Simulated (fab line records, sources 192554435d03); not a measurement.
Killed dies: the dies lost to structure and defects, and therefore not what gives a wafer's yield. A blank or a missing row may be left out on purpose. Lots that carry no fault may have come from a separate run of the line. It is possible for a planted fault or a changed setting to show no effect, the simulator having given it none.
Matching of chambers    flow n5_finfet    4 sister chambers for N5_BEOL_M7_STRIP_36 on rie_diel-02
The step strips in N2/H2. 4 wafers are shown with their chamber, then 8 later ones without.

WAFERS WITH THEIR CHAMBER
wafer   chamber  drypump_motor_current_A (A)
L074.5  0        5.1
L084.1  1        5.4
L084.5  2        6.6
L090.1  3        6.6

WAFERS WHOSE CHAMBER IS MISSING
wafer   drypump_motor_current_A (A)
L090.2  5.4
L090.6  6.5
L093.1  6.5
L093.3  6.7
L093.4  5.1
L096.1  6.6
L096.4  6.6
L096.5  5.4

CHAMBER TAKEN BY EACH
wafer   from the rows above      in truth
L090.2  1                        1
L090.6  can't be placed: 2 or 3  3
L093.1  can't be placed: 2 or 3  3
L093.3  can't be placed: 2 or 3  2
L093.4  0                        0
L096.1  can't be placed: 2 or 3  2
L096.4  can't be placed: 2 or 3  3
L096.5  1                        1
Correct placement for 3 of the 8. Not placeable from these rows: 5 (in 5, the candidates include the true chamber). Wrongly placed: 0.
How it was worked out, from the rows above alone: a wafer's distance from a chamber is the root of the sum, over the readings, of the square of ((its reading less the chamber's mean) divided by the reading's scatter). If the next closest chamber is less than 2 further off than the closest, the wafer can't be placed; otherwise it belongs to the closest. The mean given for a chamber averages the wafers shown for that chamber. The scatter (one wafer shown for each chamber): square how far every hidden wafer sits from the nearest shown wafer, average those squares and take the square root.
